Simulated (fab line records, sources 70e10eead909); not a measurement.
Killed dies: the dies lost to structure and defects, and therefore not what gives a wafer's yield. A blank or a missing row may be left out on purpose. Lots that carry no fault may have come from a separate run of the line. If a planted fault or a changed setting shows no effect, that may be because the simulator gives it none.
fab line records + flow nandHarc
record
- lots=14
- wafers=42
- lastDay=33
route steps=1302 shown P_BONDPAD@375 A_ONON_D1@427 END@1302
lots untouched by any fault: they come from a run of this same line in which no faults occurred
startH: start of the lot's first displayed wafer, in hours after the record's first day + waitH: how many hours have passed since the lot's step before this one + " as in the row above + L1.1+2: several wafers, shown together as one row + - no value present, or no start provided + * or withheld: withheld + < > ~ a bound
route shown NAME@n: names a module that has steps shown in the file, with the first one's number in the route + usual: the fault-free wafers' mean and standard deviation + same: alike in all rows + chamber/n: place in a boat + sites: per-site readings + _std_site: the standard deviation of these + _edge_site: the outer-site mean with the inner-site mean subtracted + radiusMm: how far each site lies from the wafer's centre + mask NAME#n: copy n + behind: the last tool/chamber to shape the wafer + hold: why the lot was held/for how many hours/how that ended + device: the transistor (n, p or np) that didn't switch + end of line: the same wafers' tests at the end of the route + for a step that has no rows: nothing shown but its recipe + killed: dies lost to structure and defects at the first sort, not the wafer's yield + map: shows each die of a wafer: x if killed, . if not, _ if none is there
set.NAME: the setting that was run; set.NAME@STEP: the one run at that earlier step + model.NAME: the simulator's own value behind a step, which no gauge read
a sample of lots followed through the steps of the route, with each step as a table and each wafer as a row
services: a tool's chamber out of use, with start hour (startH, from the record's first day; less than 0 if before it), hours out, and reason
## steps
# step NHARC_P_BONDPAD_PRE_CLEAN_26
# recipe
- timeS=30
- tempC=280
- gas=H2/He
# usual
- heaterPowerW=417/46
| lot.wafer | tool          | chamber | startH | waitH | heaterPowerW |
|-----------|---------------|---------|--------|-------|--------------|
| L180.1    | pvdSputter-03 | -       | -      | -     | 408          |
| L180.4    | "             | -       | "      | "     | 373          |
| L180.2    | "             | -       | "      | "     | 454          |
| L181.3    | pvdSputter-01 | -       | -      | -     | 504          |
| L181.1    | "             | -       | "      | "     | 457          |
| L181.6    | "             | -       | "      | "     | 486          |
| L182.1    | pvdSputter-03 | -       | -      | -     | 409          |
| L182.4    | "             | -       | "      | "     | 408          |
| L182.5    | "             | -       | "      | "     | 396          |
| L183.4    | pvdSputter-01 | -       | -      | -     | 461          |
| L183.5    | "             | -       | "      | "     | 362          |
| L183.6    | "             | -       | "      | "     | 371          |
| L184.2    | pvdSputter-01 | -       | -      | -     | 502          |
| L184.1    | "             | -       | "      | "     | 374          |
| L184.6    | "             | -       | "      | "     | 482          |
| L185.1    | pvdSputter-01 | -       | -      | -     | 487          |
| L185.4    | "             | -       | "      | "     | 372          |
| L185.6    | "             | -       | "      | "     | 359          |
| L190.1    | pvdSputter-01 | -       | -      | -     | 366          |
| L190.5    | "             | -       | "      | "     | 458          |
| L190.6    | "             | -       | "      | "     | 495          |
| L192.2    | pvdSputter-02 | -       | -      | -     | 401          |
| L192.6    | "             | -       | "      | "     | 476          |
| L192.5    | "             | -       | "      | "     | 440          |
| L194.1    | pvdSputter-01 | -       | -      | -     | 363          |
| L194.4    | "             | -       | "      | "     | 446          |
| L194.5    | "             | -       | "      | "     | 352          |
| L198.4    | pvdSputter-03 | -       | -      | -     | 379          |
| L198.2    | "             | -       | "      | "     | 384          |
| L198.6    | "             | -       | "      | "     | 394          |
| L199.2    | pvdSputter-02 | -       | -      | -     | 474          |
| L199.1    | "             | -       | "      | "     | 412          |
| L199.5    | "             | -       | "      | "     | 369          |
| L200.1    | pvdSputter-03 | -       | -      | -     | 469          |
| L200.4    | "             | -       | "      | "     | 382          |
| L200.5    | "             | -       | "      | "     | 460          |
| L202.4    | pvdSputter-01 | -       | -      | -     | 506          |
| L202.2    | "             | -       | "      | "     | 364          |
| L202.6    | "             | -       | "      | "     | 484          |
| L203.2    | pvdSputter-02 | -       | -      | -     | 366          |
| L203.4    | "             | -       | "      | "     | 457          |
| L203.6    | "             | -       | "      | "     | 411          |
# step NHARC_A_ONON_D1_THK_MEAS_05
# recipe
- thkMeasGauge=ellipsometry
# usual
- thkNm=1004/8.6
| lot.wafer | tool         | chamber | startH | waitH | thkNm |
|-----------|--------------|---------|--------|-------|-------|
| L180.1    | filmMetro-02 | -       | 160.17 | -     | 996   |
| L180.2    | "            | -       | "      | "     | 994   |
| L180.4    | "            | -       | "      | "     | 995   |
| L181.1    | filmMetro-02 | -       | 171.02 | -     | 991   |
| L181.3    | "            | -       | "      | "     | 991   |
| L181.6    | "            | -       | "      | "     | 993   |
| L182.1    | filmMetro-01 | -       | 188.28 | -     | 997   |
| L182.4    | "            | -       | "      | "     | 996   |
| L182.5    | "            | -       | "      | "     | 997   |
| L183.4    | filmMetro-02 | -       | 195.68 | -     | 1000  |
| L183.5    | "            | -       | "      | "     | 999   |
| L183.6    | "            | -       | "      | "     | 1000  |
| L184.1    | filmMetro-01 | -       | 205.12 | -     | 994   |
| L184.2    | "            | -       | "      | "     | 994   |
| L184.6    | "            | -       | "      | "     | 996   |
| L185.1    | filmMetro-02 | -       | 213.48 | -     | 1001  |
| L185.4    | "            | -       | "      | "     | 1003  |
| L185.6    | "            | -       | "      | "     | 1004  |
| L190.1    | filmMetro-02 | -       | 269.83 | -     | 996   |
| L190.5    | "            | -       | "      | "     | 996   |
| L190.6    | "            | -       | "      | "     | 994   |
| L192.2    | filmMetro-02 | -       | 278.88 | -     | 1012  |
| L192.5    | "            | -       | "      | "     | 1011  |
| L192.6    | "            | -       | "      | "     | 1012  |
| L194.1    | filmMetro-01 | -       | 311.21 | -     | 1011  |
| L194.4    | "            | -       | "      | "     | 1010  |
| L194.5    | "            | -       | "      | "     | 1010  |
| L198.2    | filmMetro-02 | -       | 340.65 | -     | 984   |
| L198.4    | "            | -       | "      | "     | 984   |
| L198.6    | "            | -       | "      | "     | 984   |
| L199.1    | filmMetro-02 | -       | 355.81 | -     | 1015  |
| L199.2    | "            | -       | "      | "     | 1013  |
| L199.5    | "            | -       | "      | "     | 1016  |
| L200.1    | filmMetro-01 | -       | 362.87 | -     | 1004  |
| L200.4    | "            | -       | "      | "     | 1003  |
| L200.5    | "            | -       | "      | "     | 1005  |
| L202.2    | filmMetro-01 | -       | 387.32 | -     | 1009  |
| L202.4    | "            | -       | "      | "     | 1009  |
| L202.6    | "            | -       | "      | "     | 1009  |
| L203.2    | filmMetro-01 | -       | 392.14 | -     | 1017  |
| L203.4    | "            | -       | "      | "     | 1019  |
| L203.6    | "            | -       | "      | "     | 1019  |
# step NHARC_A_ONON_D1_DEP_28
# recipe
- targetThkA=10000
- n2FlowSccm=2750
- n2oFlowSccm=2000
- nh3FlowSccm=500
- sih4FlowSccm=210
- tempC=400
| lot.wafer  | tool         | chamber | startH | waitH |
|------------|--------------|---------|--------|-------|
| L180.1+2+4 | pecvdOnon-02 | 0       | 171.46 | 0.1   |
| L181.1+3+6 | pecvdOnon-01 | 0       | 182.07 | 0.1   |
| L182.1+4+5 | pecvdOnon-01 | 0       | 199.51 | 0.1   |
| L183.4+5+6 | pecvdOnon-01 | 0       | 209.36 | 0.2   |
| L184.1+2+6 | pecvdOnon-01 | 0       | 220.48 | 0.1   |
| L185.1+4+6 | pecvdOnon-04 | 0       | 228.35 | 0.1   |
| L190.1+5+6 | pecvdOnon-04 | 0       | 280.99 | 0.1   |
| L192.2+5+6 | pecvdOnon-04 | 0       | 290.33 | 0.1   |
| L194.1+4+5 | pecvdOnon-01 | 0       | 323.17 | 0.1   |
| L198.2+4+6 | pecvdOnon-01 | 0       | 351.95 | 0.1   |
| L199.1+2+5 | pecvdOnon-01 | 0       | 367.07 | 0.1   |
| L200.1+4+5 | pecvdOnon-01 | 0       | 374.10 | 0.1   |
| L202.2+4+6 | pecvdOnon-04 | 0       | 398.61 | 0.1   |
| L203.2+4+6 | pecvdOnon-01 | 0       | 403.67 | 0.1   |
# step NHARC_A_ONON_D1_THK_MEAS_30
# recipe
- thkMeasGauge=ellipsometry
# usual
- thkNm=997/9.9
| lot.wafer | tool         | chamber | startH | waitH | thkNm |
|-----------|--------------|---------|--------|-------|-------|
| L180.1    | filmMetro-01 | -       | 171.97 | -     | 995   |
| L180.2    | "            | -       | "      | "     | 995   |
| L180.4    | "            | -       | "      | "     | 995   |
| L181.1    | filmMetro-01 | -       | 182.58 | -     | 995   |
| L181.3    | "            | -       | "      | "     | 995   |
| L181.6    | "            | -       | "      | "     | 994   |
| L182.1    | filmMetro-01 | -       | 200.02 | -     | 998   |
| L182.4    | "            | -       | "      | "     | 998   |
| L182.5    | "            | -       | "      | "     | 997   |
| L183.4    | filmMetro-01 | -       | 209.69 | -     | 1004  |
| L183.5    | "            | -       | "      | "     | 1004  |
| L183.6    | "            | -       | "      | "     | 1004  |
| L184.1    | filmMetro-01 | -       | 221.00 | -     | 995   |
| L184.2    | "            | -       | "      | "     | 996   |
| L184.6    | "            | -       | "      | "     | 994   |
| L185.1    | filmMetro-01 | -       | 228.86 | -     | 993   |
| L185.4    | "            | -       | "      | "     | 991   |
| L185.6    | "            | -       | "      | "     | 993   |
| L190.1    | filmMetro-02 | -       | 281.50 | -     | 668   |
| L190.5    | "            | -       | "      | "     | 994   |
| L190.6    | "            | -       | "      | "     | 995   |
| L192.2    | filmMetro-02 | -       | 290.79 | -     | 657   |
| L192.5    | "            | -       | "      | "     | 982   |
| L192.6    | "            | -       | "      | "     | 980   |
| L194.1    | filmMetro-01 | -       | 323.68 | -     | 1013  |
| L194.4    | "            | -       | "      | "     | 1013  |
| L194.5    | "            | -       | "      | "     | 1012  |
| L198.2    | filmMetro-02 | -       | 352.40 | -     | 998   |
| L198.4    | "            | -       | "      | "     | 997   |
| L198.6    | "            | -       | "      | "     | 997   |
| L199.1    | filmMetro-01 | -       | 367.57 | -     | 994   |
| L199.2    | "            | -       | "      | "     | 993   |
| L199.5    | "            | -       | "      | "     | 993   |
| L200.1    | filmMetro-01 | -       | 374.61 | -     | 1008  |
| L200.4    | "            | -       | "      | "     | 1007  |
| L200.5    | "            | -       | "      | "     | 1006  |
| L202.2    | filmMetro-02 | -       | 399.06 | -     | 987   |
| L202.4    | "            | -       | "      | "     | 987   |
| L202.6    | "            | -       | "      | "     | 988   |
| L203.2    | filmMetro-02 | -       | 404.13 | -     | 1000  |
| L203.4    | "            | -       | "      | "     | 1004  |
| L203.6    | "            | -       | "      | "     | 1003  |
# step NHARC_END_SORT_01
# recipe
- tempC=25
# usual
- killedAtArray=56/20
- killedAtOther=1/1.3
- killedAtPeriphery=3.5/2.7
- killedDies=60/20
- killedOpen=3.3/1.6
- killedShort=2.4/1.5
# same
- grossDies=677
| lot.wafer | tool      | chamber | startH | waitH | killedAtArray | killedAtOther | killedAtPeriphery | killedDies | killedOpen | killedShort |
|-----------|-----------|---------|--------|-------|---------------|---------------|-------------------|------------|------------|-------------|
| L190.1    | prober-02 | 0       | 655.26 | 2.5   | 674           | 2             | 1                 | 677        | 6          | 2           |
| L190.5    | prober-02 | 0       | 658.48 | 3.7   | 58            | 5             | 6                 | 69         | 5          | 2           |
| L190.6    | prober-02 | 0       | 659.29 | 4.0   | 42            | 0             | 2                 | 44         | 4          | 2           |
| L192.2    | prober-02 | 0       | 678.41 | 2.8   | 672           | 2             | 3                 | 677        | 3          | 2           |
| L192.5    | prober-02 | 0       | 680.79 | 3.7   | 65            | 0             | 1                 | 66         | 3          | 2           |
| L192.6    | prober-02 | 0       | 681.58 | 4.0   | 45            | 1             | 5                 | 51         | 6          | 6           |
# killed by level:class
L190.1 A_ONON_D1:areaDep=622 A_SLIT:chamberFilmFlake=35 A_CHANNEL_HOLE_D2:chamberFilmFlake=4 A_CHANNEL_HOLE_D1:chamberFilmFlake=2 A_CHANNEL_HOLE_D2:unspecified=2 A_ONON_D1:geometricParticle:open=1 A_CHANNEL_FILL_D1:geometricParticle:open=1 A_CHANNEL_FILL_D1:geometricParticle:short=1
L190.5 A_SLIT:chamberFilmFlake=31 A_CHANNEL_HOLE_D2:chamberFilmFlake=6 A_DECK1_JOINT:chamberFilmFlake=4 A_CONTACT:chamberFilmFlake=4 THIN_TSV:chamberFilmFlake=4 A_CHANNEL_HOLE_D1:chamberFilmFlake=3 P_M0:geometricParticle:open=2 P_M1:geometricParticle:open=2
L190.6 A_SLIT:chamberFilmFlake=27 A_CHANNEL_HOLE_D1:chamberFilmFlake=4 A_WL_FILL:geometricParticle:open=2 A_ZERO_WELL:chamberFilmFlake=2 P_M0:geometricParticle:open=1 A_CHANNEL_FILL_D1:geometricParticle:open=1 A_CHANNEL_FILL_D1:geometricParticle:short=1 A_DECK1_JOINT:geometricParticle:short=1
L192.2 A_ONON_D1:areaDep=624 A_CHANNEL_HOLE_D1:chamberFilmFlake=19 A_CHANNEL_HOLE_D2:chamberFilmFlake=18 P_M1:chamberFilmFlake=2 A_DECK1_JOINT:chamberFilmFlake=2 A_STAIRCASE:chamberFilmFlake=2 A_ONON_D1:geometricParticle:open=1 A_WL_FILL:geometricParticle:open=1
L192.5 A_CHANNEL_HOLE_D1:chamberFilmFlake=28 A_CHANNEL_HOLE_D2:chamberFilmFlake=19 A_DECK1_JOINT:chamberFilmFlake=4 A_ONON_D2:geometricParticle:open=3 A_STAIRCASE:chamberFilmFlake=2 A_SLIT:chamberFilmFlake=2 A_M0:chamberFilmFlake=2 A_CHANNEL_FILL_D1:geometricParticle:short=1
L192.6 A_CHANNEL_HOLE_D1:chamberFilmFlake=15 A_CHANNEL_HOLE_D2:chamberFilmFlake=13 A_WL_FILL:geometricParticle:short=3 P_M1:chamberFilmFlake=3 A_SLIT:chamberFilmFlake=2 P_CONTACT:geometricParticle:open=1 A_SOURCE_PLATE:geometricParticle:open=1 A_CHANNEL_FILL_D1:geometricParticle:open=1
## services
| tool          | chamber | startH | hours | kind   |
|---------------|---------|--------|-------|--------|
| pvdSputter-01 | -       | 116.01 | 3.7   | repair |
| pecvdOnon-04  | -       | 130.30 | 13.0  | pm     |
| pvdSputter-03 | -       | 162.77 | 5.9   | repair |
| pvdSputter-03 | -       | 170.00 | 10.0  | pm     |
| pecvdOnon-02  | -       | 185.38 | 13.0  | pm     |
| pvdSputter-03 | -       | 210.82 | 1.1   | repair |
| pvdSputter-01 | -       | 226.00 | 10.0  | pm     |
| pvdSputter-03 | -       | 252.93 | 0.6   | repair |
| pecvdOnon-01  | -       | 269.40 | 13.0  | pm     |
| pvdSputter-02 | -       | 282.00 | 10.0  | pm     |
| pvdSputter-03 | -       | 290.96 | 5.5   | repair |
| pvdSputter-02 | -       | 303.07 | 4.6   | repair |
| pecvdOnon-04  | -       | 311.62 | 13.0  | pm     |
| pvdSputter-02 | -       | 324.53 | 2.1   | repair |
| pvdSputter-02 | -       | 338.00 | 10.5  | repair |
| pvdSputter-03 | -       | 348.00 | 10.0  | pm     |
| pecvdOnon-02  | -       | 366.38 | 13.0  | pm     |
| pvdSputter-02 | -       | 396.35 | 7.3   | repair |
| pvdSputter-03 | -       | 399.81 | 45.2  | repair |
## key
firstSign
- step=NHARC_A_ONON_D1_THK_MEAS_30
- reading=thkNm
- direction=down
- sigmas=34
- usual=997
- struck=662
effect
- step=NHARC_END_SORT_01
- reading=killedAtArray
- direction=up
- sigmas=31
- usual=56
- struck=673
moreKillsBornAt
- NHARC_A_ONON_D1_DEP_28@pecvdOnon-04=1246
metAt NHARC_A_ONON_D1_DEP_28
struckLots L190,L192
struckWafers L190.1,L192.2
laterRowsLeftOut L190.1,L192.2
testerLeftOut L190,L192
notActingAt NHARC_P_BONDPAD_PRE_CLEAN_26,NHARC_A_ONON_D1_THK_MEAS_05
onsetBetween 228.35 280.99
fault
- kind=processParameterDrift
- tool=pecvdOnon-04
- chamber=-
- onsetH=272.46
- steps=NHARC_A_ONON_D1_DEP_28
- channel=targetThkA
- offset=*
- shape=step
- endH=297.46
- scope=struckWafersOnly
- actsIn=*
- stated=*
# testerLeftOut: of these lots the tester's yield and bins aren't shown, on N5 and GAA mostly nor the transistor test; their killed dies are dies lost to structure and defects alone, not to doping, threshold or leakage, so they don't give the yield
# laterRowsLeftOut: the simulator's readings of these wafers behind a module that went badly wrong aren't trusted and aren't shown, but for the sort
